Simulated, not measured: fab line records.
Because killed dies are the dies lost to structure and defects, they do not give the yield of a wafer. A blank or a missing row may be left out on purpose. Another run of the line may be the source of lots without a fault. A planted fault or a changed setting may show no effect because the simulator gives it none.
Matching of chambers	flow nandHarc	cmp-03 running NHARC_P_M1_CMP_23: 4 sister chambers
The step polishes, t overpolish 20 s, target thk 157.82 nm. 4 wafers are shown with their chamber, then 7 later ones without.

## WAFERS, EACH WITH ITS CHAMBER
wafer	chamber	motorCurrentA (A)
L088.3	0	10.6
L088.4	2	11.7
L089.2	1	10.7
L089.4	3	12.7

## WAFERS WITH NO CHAMBER GIVEN
wafer	motorCurrentA (A)
L091.1	11.4
L091.3	12.1
L092.2	10.1
L092.4	11.7
L094.1	12.7
L094.3	11.2
L096.1	10.7

## WHICH CHAMBER EACH ONE RAN IN
wafer	from the rows above	in truth
L091.1	can't be placed: 2 or 1 or 0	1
L091.3	can't be placed: 2 or 3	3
L092.2	can't be placed: 0 or 1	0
L092.4	2	2
L094.1	3	3
L094.3	can't be placed: 1 or 2 or 0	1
L096.1	can't be placed: 1 or 0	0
Correctly placed: 2 of 7. Can't be placed from these rows: 5 (the true chamber is among the candidates in 5). Wrongly placed: 0.
How it was worked out, from the rows above alone: a wafer's distance from a chamber is the root of the sum, over the readings, of the square of ((its reading less the chamber's mean) divided by the reading's scatter). If the next closest chamber is less than 2 further off than the closest, the wafer can't be placed; otherwise it belongs to the closest. Each chamber's mean is taken over the wafers shown for it. The scatter (one wafer shown for each chamber): square how far every hidden wafer sits from the nearest shown wafer, average those squares and take the square root.
